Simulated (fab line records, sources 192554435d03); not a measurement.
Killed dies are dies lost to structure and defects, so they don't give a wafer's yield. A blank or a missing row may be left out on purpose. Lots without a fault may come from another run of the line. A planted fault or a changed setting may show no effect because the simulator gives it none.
fab line records | flow n5_finfet | part 2 of 2: steps 24 to 34 of 34
record lots=5 wafers=15 last_day=21
route steps=1938 shown BEOL_M9@1444 BEOL_M10@1470
lots that met no fault: from a run of the same line without faults
start_h: hours from the record's first day to the start of the lot's first wafer shown | wait_h: hours since the lot's step before | " the same as in the row above | L1.1+2: a row that stands for several wafers | - no value, or no start given | * or withheld: withheld | < > ~ a bound
route shown NAME@n: a module of which the file shows steps, and the number in the route of the first | usual: mean/standard deviation of fault-free wafers | same: alike in all rows | chamber/n: place in a boat | sites: the reading at each site | _std_site: their standard deviation | _edge_site: outer sites' mean less inner sites' | radius_mm: how far each site lies from the wafer's centre | mask NAME#n: copy n | behind: the tool/chamber that last shaped the wafer | hold: why the lot was held/for how many hours/how that ended | device: the transistor (n, p or np) that didn't switch | end of line: the same wafers' tests at the end of the route | a step without rows: its recipe alone | killed: dies lost to structure and defects at the first sort, not the wafer's yield | map: a wafer's dies, x killed, . not, _ none there
set.NAME: the setting as run; set.NAME@STEP: as run at that earlier step | model.NAME: the simulator's own value behind a step, which no gauge read
lots at some steps of the route; a table a step, a row a wafer
services: from which hour (start_h, from the record's first day; less than 0 if before it) a tool's chamber was out of use, for how many hours, and why
## steps
# step N5_BEOL_M9_DEP_56
# recipe material=SiCN target_thk_a=150 temp_c=withheld precursor=3MS/NH3 pressure_torr=3 rf_w=202 time_s=26.5
# usual showerhead_plenum_p_Torr=3.663/0.013 showerhead_vpp_V=892/24 throttle_valve_pct=9.2/0.3
# columns lot.wafer tool chamber start_h wait_h showerhead_plenum_p_Torr showerhead_vpp_V throttle_valve_pct
L076.1 pecvd-02 2 317.66 0.0 3.663 867 8.9
L076.3 " 0 " " 3.669 890 9.2
L076.4 " 0 " " 3.665 880 9.3
L074.1 pecvd-03 2 323.54 0.0 3.684 924 8.9
L074.2 " 1 " " 3.674 879 9.7
L074.6 " 1 " " 3.658 884 9.8
L080.1 pecvd-04 2 352.14 0.0 3.664 937 8.6
L080.3 " 1 " " 3.651 847 9.4
L080.6 " 2 " " 3.677 955 8.2
L094.2 pecvd-02 2 430.53 0.0 3.669 883 9.2
L094.5 " 2 " " 3.681 884 9.2
L094.6 " 0 " " 3.663 892 9.2
L097.1 pecvd-04 1 450.30 0.0 3.643 864 9.5
L097.4 " 1 " " 3.648 854 9.4
L097.5 " 0 " " 3.648 880 9.3
# step N5_BEOL_M9_RS_MEAS_57
# recipe thk_meas_gauge=four-point-probe reads=Cu_of_BEOL_M9_ECD_50+Co_of_BEOL_M9_CVD_78+TaN_of_BEOL_M9_ALD_74
# usual M9_RS=0.152/0.0039
# columns lot.wafer tool chamber start_h wait_h M9_RS[ohm/sq]
L076.1 film_metro-01 - 317.74 0.1 0.152
L076.3 " - " " 0.155
L076.4 " - " " 0.158
L074.1 film_metro-01 - 323.62 0.1 0.150
L074.2 " - " " 0.146
L074.6 " - " " 0.156
L080.1 film_metro-01 - 352.21 0.1 0.154
L080.3 " - " " 0.149
L080.6 " - " " 0.144
L094.2 film_metro-01 - 430.62 0.1 0.156
L094.5 " - " " 0.154
L094.6 " - " " 0.151
L097.1 film_metro-01 - 450.37 0.1 0.154
L097.4 " - " " 0.152
L097.5 " - " " 0.153
# step N5_BEOL_M9_INSPECT_58
# recipe inspect_instrument=darkfield mode=post_dep
# usual raw_defect_count=70/29
# columns lot.wafer tool chamber start_h wait_h raw_defect_count
L076.1 defect_inspect-02 - 317.76 0.0 45
L076.3 " - " " 85
L076.4 " - " " 85
L074.1 defect_inspect-02 - 323.64 0.0 48
L074.2 " - " " 68
L074.6 " - " " 69
L080.1 defect_inspect-02 - 352.24 0.0 47
L080.3 " - " " 55
L080.6 " - " " 66
L094.2 defect_inspect-01 - 430.65 0.0 63
L094.5 " - " " 66
L094.6 " - " " 76
L097.1 defect_inspect-01 - 450.40 0.0 93
L097.4 " - " " 59
L097.5 " - " " 42
# step N5_BEOL_M10_ILD_DEP_00
# recipe material=SiCOH_lowk target_thk_a=3085.1 temp_c=300 precursor=DEMS/porogen pressure_torr=5 rf_w=500 time_s=58
# usual heater_power_w=326/70 showerhead_plenum_p_Torr=5.739/0.017 showerhead_vpp_V=1383/48 throttle_valve_pct=13.9/0.64
# columns lot.wafer tool chamber start_h wait_h heater_power_w showerhead_plenum_p_Torr showerhead_vpp_V throttle_valve_pct
L076.1 pecvd-04 2 317.80 0.0 349 5.751 1495 13.3
L076.3 " 1 " " 299 5.712 1373 14.7
L076.4 " 2 " " 363 5.746 1509 13.0
L074.1 pecvd-01 2 323.68 0.0 183 5.753 1345 13.0
L074.2 " 1 " " 306 5.770 1323 13.0
L074.6 " 1 " " 319 5.754 1328 13.1
L080.1 pecvd-04 0 352.27 0.0 413 5.729 1393 14.3
L080.3 " 1 " " 354 5.718 1354 14.9
L080.6 " 1 " " 360 5.699 1367 14.7
L094.2 pecvd-04 2 430.69 0.0 440 5.722 1502 13.4
L094.5 " 0 " " 414 5.738 1401 14.2
L094.6 " 2 " " 338 5.760 1476 13.3
L097.1 pecvd-01 0 450.44 0.0 309 5.732 1380 14.7
L097.4 " 2 " " 236 5.752 1360 13.1
L097.5 " 1 " " 352 5.770 1323 13.2
# step N5_BEOL_M10_CURE_71
# recipe temp_c=385 time_s=240 ambient=He/Ar material=SiCOH_lowk
# usual lamp_power_pct=52.31/0.053 wafer_temp_C_max=386.5/0.42
# columns lot.wafer tool chamber start_h wait_h lamp_power_pct wafer_temp_C_max
L076.1 uv_cure-01 2 317.88 0.0 52.42 386.5
L076.3 " 2 " " 52.25 386.0
L076.4 " 2 " " 52.37 385.7
L074.1 uv_cure-01 2 323.76 0.0 52.26 385.9
L074.2 " 2 " " 52.40 386.5
L074.6 " 2 " " 52.31 386.2
L080.1 uv_cure-03 0 352.35 0.0 52.31 386.6
L080.3 " 0 " " 52.37 386.9
L080.6 " 0 " " 52.28 387.1
L094.2 uv_cure-01 2 430.92 0.2 52.18 385.9
L094.5 " 2 " " 52.34 386.2
L094.6 " 2 " " 52.43 386.6
L097.1 uv_cure-03 1 450.61 0.1 52.36 386.2
L097.4 " 1 " " 52.26 386.5
L097.5 " 1 " " 52.34 386.5
# step N5_BEOL_M10_THK_MEAS_01
# recipe reads=SiCOH_lowk_of_BEOL_M10_ILD_DEP_00
# usual M10_ILD_THK=267/3.2
# columns lot.wafer tool chamber start_h wait_h M10_ILD_THK[nm]
L076.1 film_metro-01 - 318.87 0.8 261
L076.3 " - " " 266
L076.4 " - " " 266
L074.1 film_metro-02 - 324.27 0.4 264
L074.2 " - " " 262
L074.6 " - " " 268
L080.1 film_metro-01 - 352.87 0.4 265
L080.3 " - " " 270
L080.6 " - " " 272
L094.2 film_metro-01 - 431.76 0.7 261
L094.5 " - " " 265
L094.6 " - " " 268
L097.1 film_metro-02 - 451.12 0.4 263
L097.4 " - " " 267
L097.5 " - " " 265
# step N5_BEOL_M10_PECVD_70
# recipe material=SiO2 target_thk_a=200 temp_c=400 precursor=TEOS/O2 pressure_torr=5.5 rf_w=450 teos_flow_sccm=53.8 gas=O2 flow_sccm=3000 time_s=22.7
# usual heater_power_w=738/120 showerhead_plenum_p_Torr=8.79/0.063 showerhead_vpp_V=1310/44 throttle_valve_pct=22.4/0.99
# columns lot.wafer tool chamber start_h wait_h heater_power_w showerhead_plenum_p_Torr showerhead_vpp_V throttle_valve_pct
L076.1 pecvd-01 2 318.91 0.0 595 8.83 1268 20.9
L076.3 " 0 " " 671 8.77 1302 23.7
L076.4 " 2 " " 595 8.83 1293 21.1
L074.1 pecvd-02 2 324.31 0.0 691 8.81 1315 22.4
L074.2 " 1 " " 741 8.73 1334 23.4
L074.6 " 2 " " 695 8.79 1333 22.5
L080.1 pecvd-01 2 352.90 0.0 574 8.87 1261 21.2
L080.3 " 1 " " 762 8.89 1282 21.3
L080.6 " 0 " " 584 8.77 1317 24.0
L094.2 pecvd-01 1 431.79 0.0 691 8.89 1258 21.4
L094.5 " 2 " " 550 8.85 1313 21.4
L094.6 " 1 " " 685 8.92 1259 21.2
L097.1 pecvd-01 0 451.16 0.0 728 8.79 1296 23.8
L097.4 " 1 " " 693 8.88 1264 21.6
L097.5 " 0 " " 710 8.78 1310 23.6
# step N5_BEOL_M10_HM_DEP_02
# recipe material=TiN target_thk_a=200 temp_c=25 chamber_pressure_pa=0.49996
# usual throttle_valve_pct=30.1/1.1
# columns lot.wafer tool chamber start_h wait_h throttle_valve_pct
L076.1 pvd_sputter-02 - 319.65 0.7 30.2
L076.3 " - " " 30.5
L076.4 " - " " 30.4
L074.1 pvd_sputter-01 - 325.91 1.6 29.9
L074.2 " - " " 28.9
L074.6 " - " " 28.8
L080.1 pvd_sputter-03 - 353.82 0.9 30.1
L080.3 " - " " 32.2
L080.6 " - " " 28.3
L094.2 pvd_sputter-02 - 432.13 0.3 30.2
L094.5 " - " " 28.7
L094.6 " - " " 30.4
L097.1 pvd_sputter-01 - 451.84 0.7 31.9
L097.4 " - " " 30.0
L097.5 " - " " 31.8
# step N5_BEOL_M10_COAT_59
# recipe resist=SOC temp_c=250 time_s=60 spin_rpm=1500 resist_thk_nm=100
# columns lot.wafer tool chamber start_h wait_h
L076.1+3+4 litho_track-02 0 319.77 0.1
L074.1+2+6 litho_track-02 0 326.04 0.1
L080.1+3+6 litho_track-05 0 353.95 0.1
L094.2+5+6 litho_track-02 0 432.26 0.1
L097.1+4+5 litho_track-01 0 451.97 0.1
# step N5_BEOL_M10_COAT_60
# recipe resist=SiARC temp_c=220 time_s=60 spin_rpm=1500 resist_thk_nm=30
# columns lot.wafer tool chamber start_h wait_h
L076.1+3+4 litho_track-02 0 - -
L074.1+2+6 litho_track-02 0 - -
L080.1+3+6 litho_track-05 0 - -
L094.2+5+6 litho_track-02 0 - -
L097.1+4+5 litho_track-01 0 - -
# step N5_BEOL_M10_COAT_05
# recipe resist=CAR-ArF spin_rpm=1500 resist_thk_nm=90
# columns lot.wafer tool chamber start_h wait_h
L076.1+3+4 litho_track-02 0 - -
L074.1+2+6 litho_track-02 0 - -
L080.1+3+6 litho_track-05 0 - -
L094.2+5+6 litho_track-02 0 - -
L097.1+4+5 litho_track-01 0 - -
## services
# columns tool chamber start_h hours kind
pecvd-04 1 306.59 4.1 repair
ald_metal-03 2 310.32 1.9 repair
pecvd-02 - 324.36 0.8 repair
pecvd-04 - 324.90 0.8 repair
wet_bench-03 - 326.07 7.1 repair
cvd_co-01 2 330.44 103.8 repair
pecvd-01 - 334.31 2.8 pm
cmp-03 - 340.41 4.6 repair
uv_cure-03 - 343.02 0.3 repair
ecd_cu-01 - 344.28 2.2 repair
ald_metal-03 - 354.52 0.8 repair
pecvd-02 2 355.98 11.3 repair
rie_diel-02 1 357.58 23.7 repair
rie_diel-02 - 358.10 0.8 repair
pecvd-04 - 364.73 5.5 pm
pecvd-01 - 371.26 1.8 repair
cmp-03 - 372.88 3.3 repair
uv_cure-01 - 373.82 22.2 pm
uv_cure-03 - 398.34 2.8 pm
pvd_sputter-02 - 409.67 7.3 repair
pecvd-04 0 414.13 6.0 repair
pecvd-01 - 415.89 5.5 pm
pvd_sputter-01 - 426.95 3.4 repair
uv_cure-01 - 449.27 3.2 repair
